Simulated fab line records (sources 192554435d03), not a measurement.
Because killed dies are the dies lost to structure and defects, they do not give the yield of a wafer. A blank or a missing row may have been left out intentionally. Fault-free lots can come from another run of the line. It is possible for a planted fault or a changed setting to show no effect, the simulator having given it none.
2 desks looking at one fault | flow n5-finfet | what lay behind the numbers comes last; until then each desk has only its own

== TOOL OWNER'S DESK, rie-diel-06 ==
The tool's own readings at N5_BEOL_M5_ETCH_72 (etches underlayer in N2/H2, target depth 6.5 nm, time 5.2 s): means of the sampled wafers that have a number, for each lot that ran on this tool. A lot is out of limits, marked OUT, if its mean lies more than 4 standard deviations from the usual mean; the brackets give that distance.
Columns: A = drypump-motor-current-A at N5_BEOL_M5_ETCH_72, usual 5.84 A; B = etch-rf-on-time-s at N5_BEOL_M5_ETCH_72, usual 5.21 s; C = oes-product-au at N5_BEOL_M5_ETCH_72, usual 0.66 a.u.; D = rf-vpp-V at N5_BEOL_M5_ETCH_72, usual 524.3 V; E = showerhead-plenum-p-Torr at N5_BEOL_M5_ETCH_72, usual 2.56 Torr; F = throttle-valve-pct at N5_BEOL_M5_ETCH_72, usual 17.94 %
lot  | first seen here | A    | B               | C    | D     | E    | F
L380 | day 8 18:30     | 6.06 | 5.32            | 0.65 | 522.4 | 2.51 | 18.01
L382 | day 9 03:04     | 5.95 | 5.24            | 0.64 | 523.0 | 2.57 | 17.96
L383 | day 9 03:36     | 5.85 | 5.11            | 0.62 | 526.7 | 2.63 | 18.00
L388 | day 10 19:05    | 5.96 | 4.30 (-9.9) OUT | 0.73 | 524.1 | 2.54 | 18.03
L389 | day 11 02:27    | 5.97 | 4.33 (-9.6) OUT | 0.72 | 525.7 | 2.54 | 18.05
L394 | day 11 18:56    | 5.90 | 4.33 (-9.5) OUT | 0.94 | 524.5 | 2.60 | 17.62
Finding of this desk: L388, L389, L394 out of limits; the first was L388 at day 10 19:05, on etch-rf-on-time-s at N5_BEOL_M5_ETCH_72. L380, L382, L383: within limits.

== THE DEFECT DESK ==
Counts from the inspections along the route, per lot, as means over the sampled wafers that have a number. A lot is out of limits, marked OUT, if its mean lies more than 4 standard deviations from the usual mean; the brackets give that distance.
Columns: A = raw-defect-count at N5_BEOL_M5_INSPECT_13, usual 479
lot  | first seen here | A
L380 | day 8 18:23     | 572
L382 | day 9 03:00     | 561
L383 | day 9 03:26     | 490
L385 | day 9 20:31     | 386
L388 | day 10 19:01    | 402
L389 | day 11 02:23    | 482
L394 | day 11 18:40    | 347
L396 | day 12 19:14    | 620
L400 | day 13 10:08    | 423
L401 | day 13 17:26    | 583
L402 | day 13 23:13    | 541
This desk's verdict: no lot among the 11 shows anything out of limits.

== ALL TOGETHER ==
An alarm could have come from the tool owner's desk at day 10 19:05, on L388, L389, L394.
Nothing the defect desk looked at was out of limits.
The defect desk has L388, L389, L394 on record, within its limits.
All the named lots went through N5_BEOL_M5_ETCH_72 on rie-diel-06.

== WHAT HAD BEEN PUT IN BY THE SIMULATOR ==
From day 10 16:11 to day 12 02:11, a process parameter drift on rie-diel-06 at N5_BEOL_M5_ETCH_72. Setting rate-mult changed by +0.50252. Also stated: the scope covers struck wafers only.
Lots struck among those shown: L388, L389, L394.
Delay in hours, fault start to first out-of-limits reading, by desk: the tool owner's desk at 3.
